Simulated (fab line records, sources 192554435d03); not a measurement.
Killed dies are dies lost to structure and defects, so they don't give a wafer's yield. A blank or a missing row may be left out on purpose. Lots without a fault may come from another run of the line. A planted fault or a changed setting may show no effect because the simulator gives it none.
Problem report in the 8D (eight disciplines) form, filled by code | flow n5_finfet | the parts of the form that need people (team, actions taken, sign-off) are left out

1. THE PROBLEM
CJ_P at N5_BEOL_M4_RC_MEAS_101 reads a mean of 4.59 on 6 wafers of 2 lots; wafers without a fault read 5.80 with a standard deviation of 0.17. That is -7.1 standard deviations from the usual mean.
First seen on wafer L184.3, day 9 21:37, on prober-01. The record holds 27 wafers of 9 lots with a number at this step. Rule for "out", or "out of limits": more than 4 standard deviations from the usual mean. The other wafers with a number count as sound.

2. WHAT IT IS AND WHAT IT IS NOT
question                    | is                     | is not
which readings at this step | CJ_P                   | DIBL_N, DIBL_P, IOFF_N, ION_N, SS_N, SS_P, VT_N
which lots                  | L184, L186             | L179, L180, L192, L195, L196, L197, L198
which wafers of those lots  | all that have a number | -
read on which gauges        | prober-01, prober-02   | -
when                        | from day 9 21:37       | up to then (6 sound wafers); but 15 sound wafers of L192, L195, L196, L197, L198 came after

3. SUSPECTS, AND WHAT RULES EACH OUT
Counting: a tool at a process step up to the reading stays a suspect if it ran every lot that is out and no sound lot after the first of them.
- the gauge at N5_BEOL_M4_RC_MEAS_101: ruled out. The wafers that are out were read on 2 gauges (prober-01, prober-02).
- implanter-01 at N5_WELL_APT_IMPLANT_15: ruled out as a lasting fault. Sound lots L196, L198 ran on it after its first lot that is out, L184 (day 3 20:09).
- rtp_anneal-02 at N5_WELL_APT_RTA_34 (time 10 s): ruled out as a lasting fault. Sound lots L192, L195, L197, L198 ran on it after its first lot that is out, L184 (day 3 22:34).
Left after counting: nothing in the record.

4. THE CAUSE (what the simulator had put in)
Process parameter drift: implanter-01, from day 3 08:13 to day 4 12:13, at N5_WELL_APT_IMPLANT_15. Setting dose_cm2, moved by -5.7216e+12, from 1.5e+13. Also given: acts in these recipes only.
Counting ruled it out, wrongly: the rule takes a fault to strike every lot that its tool runs from its start on, and this one did not.

5. THE CHAIN OF EFFECTS, in route order
Each row: a reading whose mean over the struck wafers that have a number lies more than 3 standard deviations from the usual. Only readings for which the record gives a usual standard deviation are gone through. hours: the time from each lot's start at the first step in this table that gives one to its start at this step, as a median over the lots. sigmas: the change in usual standard deviations.
hours | step                   | reading            | usual      | on struck wafers | change      | sigmas
0     | N5_WELL_APT_IMPLANT_15 | dose_ions_cm2      | 1.4998e+13 | 9.2748e+12       | -5.7232e+12 | -99 or more
0     | N5_WELL_APT_IMPLANT_15 | faraday_current_uA | 190        | 119              | -71         | -19
151   | N5_BEOL_M4_RC_MEAS_101 | CJ_P               | 5.80       | 4.59             | -1.21       | -7.1
The process steps in it:
- N5_WELL_APT_IMPLANT_15

6. WHAT WOULD HAVE CAUGHT IT SOONER
In this record the first reading out of limits at a measuring or inspecting step was taken at day 9 21:37, 157 hours after the fault began at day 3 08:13.
The tool's own readings at N5_WELL_APT_IMPLANT_15 were out on every struck wafer that the step has a row for (dose_ions_cm2, faraday_current_uA): an alarm limit on them would have fired on the first of those.
